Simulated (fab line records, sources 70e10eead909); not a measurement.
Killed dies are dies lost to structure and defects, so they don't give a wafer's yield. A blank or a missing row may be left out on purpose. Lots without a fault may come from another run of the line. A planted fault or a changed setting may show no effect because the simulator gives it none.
Chamber matching | flow nand_harc | NHARC_A_STAIRCASE_DESCUM_186 on rie_diel-10: 3 sister chambers
The step chemistry O2, time 3 s. 3 wafers are shown with their chamber, then 6 later ones without.

WAFERS WITH THEIR CHAMBER
wafer  | chamber | oes_product_au (a.u.)
L083.2 | 1       | 0.997
L087.3 | 2       | 1.019
L087.4 | 0       | 1.020

WAFERS WITHOUT THEIR CHAMBER
wafer  | oes_product_au (a.u.)
L087.6 | 0.993
L092.3 | 1.013
L092.4 | 1.005
L092.5 | 1.009
L094.1 | 1.004
L094.3 | 1.017

WHICH CHAMBER EACH WENT THROUGH
wafer  | from the rows above          | in truth
L087.6 | 1                            | 1
L092.3 | can't be placed: 2 or 0 or 1 | 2
L092.4 | can't be placed: 1 or 2 or 0 | 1
L092.5 | can't be placed: 2 or 0 or 1 | 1
L094.1 | can't be placed: 1 or 2 or 0 | 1
L094.3 | can't be placed: 2 or 0      | 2
Placed correctly: 1 of 6. Can't be placed from these rows: 5 (the true chamber is among the candidates in 5). Placed wrongly: 0.
How it was worked out, from the rows above alone: a wafer's distance from a chamber is the root of the sum, over the readings, of the square of ((its reading less the chamber's mean) divided by the reading's scatter). The wafer belongs to the nearest chamber; if the next one is less than 2 further off, it can't be placed. A chamber's mean is the mean of its shown wafers. The scatter: with one shown wafer a chamber, the root of the mean of the squares of how far each hidden wafer lies from its nearest shown one.
